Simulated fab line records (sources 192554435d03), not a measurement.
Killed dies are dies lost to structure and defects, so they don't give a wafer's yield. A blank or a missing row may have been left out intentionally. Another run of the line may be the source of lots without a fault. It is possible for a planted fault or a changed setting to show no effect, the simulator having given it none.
Matching of chambers + flow n5Finfet + N5_BEOL_M1_DESCUM_33 on rieDiel-04: 4 sister chambers
The step chemistry O2, time 7 s. 4 wafers are shown with their chamber, then 7 later ones without.

## WAFERS PAIRED WITH THEIR CHAMBERS
| wafer  | chamber | throttleValvePct (%) |
|--------|---------|----------------------|
| L080.6 | 0       | 20.00                |
| L081.2 | 3       | 20.73                |
| L081.6 | 2       | 20.68                |
| L082.5 | 1       | 20.32                |

## WAFERS WHOSE CHAMBER IS MISSING
| wafer  | throttleValvePct (%) |
|--------|----------------------|
| L082.6 | 20.01                |
| L088.1 | 20.33                |
| L088.2 | 20.72                |
| L088.3 | 20.03                |
| L088.4 | 20.74                |
| L088.5 | 20.04                |
| L088.6 | 20.76                |

## THE CHAMBER EACH PASSED THROUGH
| wafer  | from the rows above     | in truth |
|--------|-------------------------|----------|
| L082.6 | 0                       | 0        |
| L088.1 | 1                       | 1        |
| L088.2 | can't be placed: 3 or 2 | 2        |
| L088.3 | 0                       | 0        |
| L088.4 | 3                       | 3        |
| L088.5 | 0                       | 0        |
| L088.6 | 3                       | 3        |
Correct placement for 6 of the 7. These rows do not allow placing 1 (true chamber among the candidates in 1). 0 placed wrongly.
How it was worked out, from the rows above alone: a wafer's distance from a chamber is the root of the sum, over the readings, of the square of ((its reading less the chamber's mean) divided by the reading's scatter). The wafer belongs to the nearest chamber; if the next one is less than 2 further off, it can't be placed. Each chamber's mean is taken over the wafers shown for it. The scatter (one wafer shown for each chamber): square how far every hidden wafer sits from the nearest shown wafer, average those squares and take the square root.
